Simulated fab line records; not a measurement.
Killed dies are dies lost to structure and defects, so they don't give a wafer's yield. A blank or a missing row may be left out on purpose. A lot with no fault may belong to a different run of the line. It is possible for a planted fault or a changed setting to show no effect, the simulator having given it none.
fab line records    flow n5_finfet    part 1 of 2: steps 1 to 3 of 6
record lots=22  wafers=66  last_day=18
route steps=1938 shown BEOL_M3@947
lots that met no fault: taken from a fault-free run of the same line
start_h: hours from the record's opening day to when the first of the lot's shown wafers began    wait_h: hours since the lot's step before    " the same as in the row above    L1.1+2: one row covering several wafers at once    - no value present, or no start provided    * or withheld: withheld    < > ~ a bound
route shown NAME@n: a module of which the file shows steps, and the number in the route of the first    usual: the fault-free wafers' mean and standard deviation    same: alike in all rows    chamber/n: place in a boat    sites: readings site by site    _std_site: their standard deviation    _edge_site: mean of outer sites minus mean of inner sites    radius_mm: how far each site lies from the wafer's centre    mask NAME#n: copy n    behind: tool/chamber where the wafer was last shaped    hold: what put the lot on hold/how long, in hours/how the hold closed    device: the transistor (n, p or np) that didn't switch    end of line: tests of these same wafers at the route's end    a step given without rows: its recipe and nothing more    killed: dies lost to structure and defects at the first sort, not the wafer's yield    map: a wafer's dies, x killed, . not, _ none there
set.NAME: the setting the step ran with; set.NAME@STEP: the setting that earlier step ran with    model.NAME: the simulator's own value behind a step, which no gauge read
a sample of lots followed through the steps of the route, with each step as a table and each wafer as a row
services: a tool's chamber out of use, with start hour (start_h, from the record's first day; less than 0 if before it), hours out, and reason
## steps
# step N5_BEOL_M3_DESCUM_16
# recipe chemistry=O2  time_s=7  source_power_w=50  bias_power_w=20  pressure_mtorr=20  rf_frequency_hz=2.712e+07  temp_c=40  resist=CAR-EUV  o2_flow_sccm=225
# usual drypump_motor_current_A=5.8/0.51  oes_product_au=0.76/0.074  rf_vpp_V=243.2/1.3  showerhead_plenum_p_Torr=2.09/0.069  throttle_valve_pct=20.3/0.31
lot.wafer  tool         chamber  start_h  wait_h  drypump_motor_current_A  oes_product_au  rf_hours_counter_h  rf_vpp_V  showerhead_plenum_p_Torr  throttle_valve_pct
L074.4     rie_diel-04  3        146.98   0.0     5.9                      0.69            -                   240.7     1.98                      20.4
L074.5     "            1        "        "       6.2                      0.73            -                   245.1     2.15                      19.9
L074.6     "            0        "        "       5.3                      0.76            -                   243.7     2.16                      20.3
L075.3     rie_diel-02  1        147.17   0.0     5.1                      0.69            216                 242.2     2.15                      20.2
L075.4     "            3        "        "       6.4                      0.71            -                   243.0     2.04                      20.2
L075.5     "            2        "        "       6.3                      0.75            -                   242.7     2.03                      20.6
L076.2     rie_diel-06  1        156.66   0.1     5.4                      0.86            52                  243.1     2.11                      19.8
L076.3     "            3        "        "       5.2                      0.73            165                 241.4     2.01                      20.5
L076.4     "            2        "        "       6.1                      0.91            27                  242.4     2.02                      20.3
L077.3     rie_diel-06  3        166.78   0.3     5.2                      0.72            167                 242.2     2.01                      20.5
L077.4     "            0        "        "       5.9                      0.74            192                 245.1     2.19                      20.8
L077.5     "            0        "        "       5.9                      0.73            -                   245.0     2.19                      20.8
L078.1     rie_diel-04  0        167.54   0.0     5.3                      0.75            149                 244.2     2.16                      20.3
L078.2     "            1        "        "       6.2                      0.71            194                 245.0     2.15                      20.0
L078.4     "            2        "        "       4.9                      0.73            196                 244.0     2.17                      20.4
L079.1     rie_diel-04  3        174.79   0.0     5.9                      0.67            233                 240.1     1.98                      20.5
L079.3     "            1        "        "       6.2                      0.72            196                 244.3     2.15                      20.0
L079.4     "            2        "        "       4.8                      0.73            198                 245.0     2.17                      20.4
L080.1     rie_diel-06  2        182.37   0.0     6.2                      0.89            34                  243.5     2.02                      20.3
L080.2     "            1        "        "       5.4                      0.84            60                  243.9     2.10                      19.8
L080.5     "            1        "        "       5.4                      0.83            -                   243.4     2.10                      19.8
L081.2     rie_diel-04  0        187.28   0.0     5.3                      0.75            154                 244.7     2.16                      20.3
L081.3     "            1        "        "       6.3                      0.71            199                 244.2     2.15                      20.0
L081.6     "            1        "        "       6.3                      0.72            -                   243.7     2.15                      20.0
L082.1     rie_diel-06  2        200.84   0.0     6.1                      0.86            38                  240.9     2.02                      20.3
L082.4     "            0        "        "       5.9                      0.72            201                 244.3     2.19                      20.8
L082.5     "            1        "        "       5.4                      0.84            -                   243.2     2.10                      19.8
L083.3     rie_diel-02  3        206.00   0.0     6.4                      0.70            197                 243.0     2.04                      20.2
L083.5     "            2        "        "       6.3                      0.74            -                   242.8     2.03                      20.7
L083.6     "            1        "        "       5.1                      0.69            -                   242.8     2.14                      20.2
L084.3     rie_diel-06  2        206.03   0.0     6.2                      0.88            39                  242.4     2.02                      20.3
L084.4     "            1        "        "       5.4                      0.83            67                  242.3     2.10                      19.8
L084.6     "            3        "        "       5.2                      0.71            -                   241.7     2.01                      20.5
L085.1     rie_diel-06  2        218.99   0.3     6.2                      0.87            43                  241.6     2.02                      20.3
L085.3     "            0        "        "       5.9                      0.72            206                 244.2     2.18                      20.8
L085.5     "            1        "        "       5.4                      0.83            -                   242.6     2.10                      19.8
L086.1     rie_diel-02  1        221.64   0.2     5.0                      0.69            238                 245.7     2.14                      20.2
L086.2     "            3        "        "       6.5                      0.71            202                 242.7     2.04                      20.2
L086.6     "            2        "        "       6.3                      0.74            -                   241.2     2.03                      20.7
L088.1     rie_diel-06  0        231.35   0.0     5.9                      0.72            211                 243.6     2.18                      20.8
L088.2     "            3        "        "       5.2                      0.71            184                 243.4     2.01                      20.5
L088.5     "            1        "        "       5.4                      0.82            -                   243.7     2.10                      19.8
L090.1     rie_diel-02  1        240.63   0.0     5.1                      0.67            243                 243.8     2.14                      20.2
L090.4     "            2        "        "       6.4                      0.72            203                 241.1     2.02                      20.7
L090.5     "            2        "        "       6.3                      0.73            -                   242.1     2.02                      20.7
L089.3     rie_diel-04  0        247.60   0.0     5.3                      0.73            173                 245.6     2.15                      20.4
L089.5     "            0        "        "       5.3                      0.73            -                   244.5     2.15                      20.3
L089.6     "            2        "        "       4.9                      0.71            -                   243.0     2.16                      20.4
L091.2     rie_diel-06  2        250.76   0.4     6.1                      0.86            50                  242.3     2.02                      20.3
L091.3     "            0        "        "       5.9                      0.72            216                 245.6     2.18                      20.8
L091.5     "            2        "        "       6.2                      0.85            -                   242.5     2.02                      20.3
L092.1     rie_diel-06  3        254.20   0.0     5.2                      0.70            190                 241.3     2.00                      20.5
L092.4     "            1        "        "       5.4                      0.81            80                  243.8     2.10                      19.9
L092.6     "            1        "        "       5.4                      0.82            -                   242.4     2.10                      19.9
L093.1     rie_diel-02  2        257.42   0.0     6.3                      0.73            209                 239.7     2.02                      20.7
L093.2     "            3        "        "       6.4                      0.70            213                 242.6     2.03                      20.2
L093.6     "            1        "        "       5.1                      0.68            -                   243.2     2.14                      20.2
L095.1     rie_diel-02  2        285.32   0.0     6.3                      0.72            216                 241.5     2.02                      20.7
L095.5     "            3        "        "       6.5                      0.69            -                   243.5     2.03                      20.2
L095.6     "            0        "        "       6.4                      0.90            -                   244.0     2.15                      20.1
L096.1     rie_diel-02  1        291.11   0.0     5.1                      0.98            1                   245.0     2.14                      19.7
L096.2     "            0        "        "       6.4                      0.89            42                  243.5     2.15                      20.1
L096.4     "            2        "        "       6.3                      0.71            219                 240.8     2.02                      20.7
L097.3     rie_diel-06  1        291.38   0.2     5.4                      0.80            91                  243.7     2.09                      19.8
L097.4     "            0        "        "       5.9                      0.71            228                 243.8     2.18                      20.8
L097.6     "            0        "        "       5.9                      0.71            -                   243.9     2.18                      20.8
# step N5_BEOL_M3_STRIP_66
# recipe chemistry=CF4  resist=SiARC  power_w=300  bias_power_w=75  pressure_mtorr=50  cf4_flow_sccm=150  rf_frequency_hz=6e+07
# usual drypump_motor_current_A=5.8/0.51  oes_product_au=0.75/0.067  rf_vpp_V=271.1/1.5  showerhead_plenum_p_Torr=1.80/0.062  throttle_valve_pct=13.58/0.21
lot.wafer  tool         chamber  start_h  wait_h  drypump_motor_current_A  oes_product_au  rf_hours_counter_h  rf_vpp_V  showerhead_plenum_p_Torr  throttle_valve_pct
L074.4     rie_diel-04  3        147.18   0.0     5.9                      0.70            -                   268.0     1.73                      13.84
L074.5     "            1        "        "       6.3                      0.73            -                   272.6     1.88                      13.48
L074.6     "            0        "        "       5.3                      0.76            -                   273.1     1.85                      13.57
L075.3     rie_diel-02  1        147.37   0.0     5.1                      0.70            216                 273.8     1.88                      13.60
L075.4     "            3        "        "       6.4                      0.72            -                   271.0     1.79                      13.63
L075.5     "            2        "        "       6.3                      0.74            -                   270.1     1.71                      13.53
L076.2     rie_diel-06  1        156.87   0.0     5.4                      0.83            52                  271.3     1.81                      13.15
L076.3     "            3        "        "       5.2                      0.72            165                 269.6     1.72                      13.55
L076.4     "            2        "        "       6.2                      0.89            27                  269.8     1.75                      13.53
L077.3     rie_diel-06  3        166.98   0.0     5.2                      0.72            167                 270.8     1.72                      13.54
L077.4     "            0        "        "       5.9                      0.72            192                 272.1     1.85                      13.82
L077.5     "            0        "        "       5.9                      0.72            -                   273.0     1.85                      13.83
L078.1     rie_diel-04  0        167.75   0.0     5.3                      0.75            149                 272.9     1.85                      13.58
L078.2     "            1        "        "       6.3                      0.72            194                 271.5     1.88                      13.51
L078.4     "            2        "        "       4.9                      0.73            196                 273.3     1.88                      13.75
L079.1     rie_diel-04  3        175.00   0.0     5.9                      0.69            233                 268.8     1.73                      13.88
L079.3     "            1        "        "       6.2                      0.72            196                 270.4     1.88                      13.53
L079.4     "            2        "        "       4.9                      0.73            198                 272.7     1.87                      13.74
L080.1     rie_diel-06  2        182.57   0.0     6.2                      0.86            34                  269.7     1.75                      13.53
L080.2     "            1        "        "       5.4                      0.82            61                  272.0     1.81                      13.18
L080.5     "            1        "        "       5.4                      0.81            -                   271.4     1.81                      13.19
L081.2     rie_diel-04  0        187.49   0.0     5.3                      0.75            154                 272.8     1.85                      13.59
L081.3     "            1        "        "       6.3                      0.72            199                 271.9     1.88                      13.53
L081.6     "            1        "        "       6.3                      0.71            -                   272.3     1.88                      13.51
L082.1     rie_diel-06  2        201.05   0.0     6.2                      0.86            38                  269.9     1.74                      13.54
L082.4     "            0        "        "       5.9                      0.71            202                 272.1     1.85                      13.87
L082.5     "            1        "        "       5.4                      0.82            -                   271.5     1.81                      13.18
L083.3     rie_diel-02  3        206.21   0.0     6.5                      0.70            197                 269.7     1.78                      13.68
L083.5     "            2        "        "       6.3                      0.71            -                   268.1     1.70                      13.60
L083.6     "            1        "        "       5.1                      0.68            -                   272.1     1.87                      13.65
L084.3     rie_diel-06  2        206.23   0.0     6.2                      0.86            39                  269.4     1.74                      13.55
L084.4     "            1        "        "       5.4                      0.82            67                  271.3     1.81                      13.17
L084.6     "            3        "        "       5.2                      0.72            -                   268.6     1.71                      13.55
L085.1     rie_diel-06  2        219.20   0.0     6.2                      0.86            43                  271.5     1.74                      13.56
L085.3     "            0        "        "       5.9                      0.70            207                 272.0     1.85                      13.87
L085.5     "            1        "        "       5.5                      0.81            -                   270.8     1.80                      13.19
L086.1     rie_diel-02  1        221.85   0.0     5.1                      0.69            239                 271.7     1.87                      13.64
L086.2     "            3        "        "       6.5                      0.71            202                 270.4     1.78                      13.68
L086.6     "            2        "        "       6.3                      0.71            -                   269.0     1.70                      13.59
L088.1     rie_diel-06  0        231.56   0.0     5.9                      0.70            211                 271.5     1.85                      13.88
L088.2     "            3        "        "       5.2                      0.71            184                 270.2     1.71                      13.58
L088.5     "            1        "        "       5.4                      0.81            -                   271.4     1.80                      13.21
L090.1     rie_diel-02  1        240.84   0.0     5.1                      0.68            243                 272.6     1.87                      13.65
L090.4     "            2        "        "       6.3                      0.71            203                 268.1     1.70                      13.61
L090.5     "            2        "        "       6.3                      0.71            -                   268.9     1.70                      13.59
L089.3     rie_diel-04  0        247.81   0.0     5.3                      0.74            173                 272.6     1.84                      13.65
L089.5     "            0        "        "       5.3                      0.73            -                   271.9     1.84                      13.63
L089.6     "            2        "        "       4.9                      0.71            -                   271.4     1.87                      13.80
L091.2     rie_diel-06  2        250.97   0.0     6.2                      0.85            51                  272.2     1.74                      13.58
L091.3     "            0        "        "       5.9                      0.71            216                 273.7     1.85                      13.88
L091.5     "            2        "        "       6.2                      0.85            -                   269.6     1.74                      13.56
L092.1     rie_diel-06  3        254.40   0.0     5.2                      0.70            190                 269.3     1.71                      13.59
L092.4     "            1        "        "       5.4                      0.79            80                  271.6     1.80                      13.20
L092.6     "            1        "        "       5.4                      0.79            -                   270.7     1.80                      13.22
L093.1     rie_diel-02  2        257.63   0.0     6.3                      0.70            209                 270.0     1.70                      13.62
L093.2     "            3        "        "       6.4                      0.69            213                 271.1     1.78                      13.72
L093.6     "            1        "        "       5.1                      0.68            -                   272.8     1.87                      13.66
L095.1     rie_diel-02  2        285.53   0.0     6.3                      0.70            217                 270.2     1.70                      13.63
L095.5     "            3        "        "       6.5                      0.70            -                   270.2     1.77                      13.73
L095.6     "            0        "        "       6.4                      0.87            -                   271.8     1.85                      13.36
L096.1     rie_diel-02  1        291.31   0.0     5.1                      0.96            1                   272.0     1.87                      13.06
L096.2     "            0        "        "       6.4                      0.87            42                  273.1     1.85                      13.37
L096.4     "            2        "        "       6.3                      0.70            219                 268.9     1.70                      13.65
L097.3     rie_diel-06  1        291.59   0.0     5.4                      0.78            91                  271.8     1.80                      13.24
L097.4     "            0        "        "       5.9                      0.69            228                 272.5     1.84                      13.89
L097.6     "            0        "        "       5.9                      0.70            -                   271.8     1.84                      13.92
# step N5_BEOL_M3_STRIP_36
# recipe chemistry=N2/H2  power_w=450  temp_c=40  pressure_mtorr=20  rf_frequency_hz=6e+07  overash_fraction=0.3  bias_power_w=7  h2_frac=0.5  n2_flow_sccm=200  h2_flow_sccm=200
# usual drypump_motor_current_A=5.9/0.55  h2_flow_sccm=200.0/0.68  n2_flow_sccm=200.0/0.65  oes_product_au=0.78/0.099  rf_vpp_V=59.2/1.5  showerhead_plenum_p_Torr=2.55/0.081  throttle_valve_pct=23.4/0.44
lot.wafer  tool         chamber  start_h  wait_h  drypump_motor_current_A  h2_flow_sccm  n2_flow_sccm  oes_product_au  rf_hours_counter_h  rf_vpp_V  showerhead_plenum_p_Torr  throttle_valve_pct
L074.4     rie_diel-02  3        149.67   0.0     6.5                      198.9         200.2         0.72            181                 58.1      2.54                      23.6
L074.5     "            3        "        "       6.5                      199.2         199.7         0.72            -                   58.8      2.54                      23.7
L074.6     "            2        "        "       6.3                      201.0         199.8         0.75            -                   56.9      2.43                      23.7
L075.3     rie_diel-06  1        149.77   0.0     5.4                      200.0         200.2         0.87            50                  58.3      2.56                      22.6
L075.4     "            2        "        "       6.2                      201.0         200.8         0.91            24                  59.6      2.48                      23.5
L075.5     "            0        "        "       5.9                      200.1         199.7         0.73            -                   61.0      2.65                      23.8
L076.2     rie_diel-02  3        159.05   0.0     6.5                      200.0         200.3         0.71            183                 58.7      2.54                      23.7
L076.3     "            1        "        "       5.1                      200.5         199.4         0.69            219                 56.4      2.61                      23.4
L076.4     "            2        "        "       6.3                      198.8         200.6         0.74            178                 60.9      2.43                      23.7
L077.3     rie_diel-02  2        169.71   0.0     6.3                      202.1         199.1         0.74            182                 58.4      2.43                      23.7
L077.4     "            1        "        "       5.1                      201.0         200.7         0.70            223                 58.3      2.61                      23.4
L077.5     "            3        "        "       6.5                      199.8         199.5         0.71            -                   56.8      2.54                      23.7
L078.1     rie_diel-02  3        174.77   0.0     6.4                      200.0         199.8         0.71            188                 59.4      2.54                      23.6
L078.2     "            1        "        "       5.1                      199.8         200.6         0.69            224                 58.1      2.61                      23.4
L078.4     "            2        "        "       6.3                      200.0         200.6         0.75            183                 58.7      2.43                      23.7
L080.1     rie_diel-04  1        186.49   0.0     6.3                      199.4         200.4         0.71            199                 56.4      2.64                      23.5
L080.2     "            0        "        "       5.3                      199.1         200.6         0.75            154                 59.5      2.66                      23.5
L080.5     "            1        "        "       6.2                      199.2         199.9         0.72            -                   58.3      2.64                      23.5
L079.1     rie_diel-06  2        186.54   0.0     6.2                      200.1         198.4         0.88            34                  62.5      2.47                      23.5
L079.3     "            1        "        "       5.4                      200.1         199.2         0.83            61                  56.1      2.55                      22.7
L079.4     "            3        "        "       5.2                      200.6         198.9         0.72            172                 60.0      2.44                      24.2
L081.2     rie_diel-02  2        189.62   0.0     6.3                      200.8         199.6         0.74            187                 59.7      2.43                      23.7
L081.3     "            3        "        "       6.5                      200.1         200.5         0.72            192                 61.0      2.54                      23.6
L081.6     "            3        "        "       6.5                      200.9         199.8         0.70            -                   59.7      2.54                      23.7
L082.1     rie_diel-02  3        204.94   0.0     6.4                      199.5         200.5         0.71            197                 60.2      2.53                      23.7
L082.4     "            0        "        "       6.4                      200.1         200.0         0.95            16                  58.3      2.59                      22.8
L082.5     "            0        "        "       6.4                      200.2         200.1         0.94            -                   59.0      2.59                      22.8
L083.3     rie_diel-02  3        208.14   0.0     6.5                      199.4         199.9         0.69            197                 58.4      2.53                      23.7
L083.5     "            1        "        "       5.1                      200.6         199.4         0.69            -                   58.9      2.61                      23.4
L083.6     "            0        "        "       6.4                      198.8         199.4         0.94            -                   60.3      2.59                      22.8
L084.3     rie_diel-06  0        208.18   0.0     5.9                      199.9         199.9         0.72            203                 61.3      2.64                      23.9
L084.4     "            3        "        "       5.2                      198.9         199.6         0.71            178                 58.9      2.44                      24.2
L084.6     "            3        "        "       5.2                      198.4         201.6         0.71            -                   60.6      2.44                      24.1
L085.1     rie_diel-02  1        221.48   0.0     5.1                      200.1         201.8         0.68            238                 61.9      2.60                      23.4
L085.3     "            3        "        "       6.5                      199.9         200.1         0.70            202                 58.9      2.53                      23.6
L085.5     "            0        "        "       6.5                      200.9         199.7         0.95            -                   58.7      2.59                      22.8
L086.1     rie_diel-06  1        224.46   0.0     5.4                      200.2         200.3         0.82            72                  59.0      2.55                      22.7
L086.2     "            0        "        "       5.9                      199.8         199.6         0.71            208                 56.7      2.64                      23.9
L086.6     "            1        "        "       5.4                      199.6         199.9         0.83            -                   57.0      2.55                      22.7
L088.1     rie_diel-06  3        239.99   0.0     5.2                      200.1         200.8         0.71            186                 57.6      2.43                      24.2
L088.2     "            1        "        "       5.4                      200.6         199.9         0.81            76                  57.8      2.55                      22.7
L088.5     "            0        "        "       5.9                      199.3         200.0         0.72            -                   61.1      2.64                      23.9
L090.1     rie_diel-02  1        245.84   0.0     5.1                      200.9         200.6         0.67            245                 58.6      2.60                      23.4
L090.4     "            3        "        "       6.5                      199.7         200.5         0.70            209                 61.1      2.53                      23.7
L090.5     "            1        "        "       5.1                      199.8         200.3         0.68            -                   59.6      2.60                      23.4
L089.3     rie_diel-02  0        259.58   0.0     6.5                      199.5         200.4         0.92            32                  61.0      2.58                      22.8
L089.5     "            2        "        "       6.3                      201.0         198.8         0.73            -                   60.1      2.42                      23.7
L089.6     "            1        "        "       5.0                      200.1         199.9         0.68            -                   57.8      2.60                      23.4
L091.2     rie_diel-02  3        268.31   0.0     6.4                      199.8         200.4         0.70            215                 58.3      2.53                      23.7
L091.3     "            2        "        "       6.3                      199.7         201.0         0.73            211                 58.3      2.42                      23.7
L091.5     "            0        "        "       6.4                      199.9         201.2         0.90            -                   58.8      2.58                      22.8
L092.1     rie_diel-04  0        268.36   0.0     5.3                      200.3         200.3         0.74            181                 60.4      2.64                      23.6
L092.4     "            1        "        "       6.3                      199.9         200.8         0.69            227                 59.6      2.63                      23.5
L092.6     "            3        "        "       5.9                      201.2         198.8         1.00            -                   60.6      2.70                      23.1
L093.1     rie_diel-04  1        270.09   0.0     6.3                      199.2         199.1         0.69            228                 60.8      2.63                      23.5
L093.2     "            2        "        "       4.9                      199.7         200.6         0.70            229                 58.6      2.60                      23.3
L093.6     "            1        "        "       6.2                      199.7         198.6         0.68            -                   60.2      2.63                      23.5
L095.1     rie_diel-04  3        289.68   0.0     5.9                      201.3         199.8         0.98            7                   57.5      2.70                      23.1
L095.5     "            3        "        "       5.9                      199.5         199.9         0.98            -                   56.5      2.70                      23.1
L095.6     "            0        "        "       5.3                      199.9         201.6         0.73            -                   59.0      2.64                      23.6
L097.3     rie_diel-02  2        292.74   0.0     6.4                      200.2         199.2         0.72            220                 59.1      2.41                      23.8
L097.4     "            0        "        "       6.4                      199.9         200.3         0.88            42                  61.6      2.57                      22.8
L097.6     "            3        "        "       6.5                      199.3         199.7         0.69            -                   58.3      2.52                      23.7
L096.1     rie_diel-06  1        297.94   0.0     5.4                      198.0         200.1         0.80            92                  60.9      2.54                      22.7
L096.2     "            2        "        "       6.2                      199.7         200.9         0.84            64                  57.2      2.46                      23.5
L096.4     "            0        "        "       5.9                      200.3         199.4         0.70            228                 59.8      2.63                      23.9
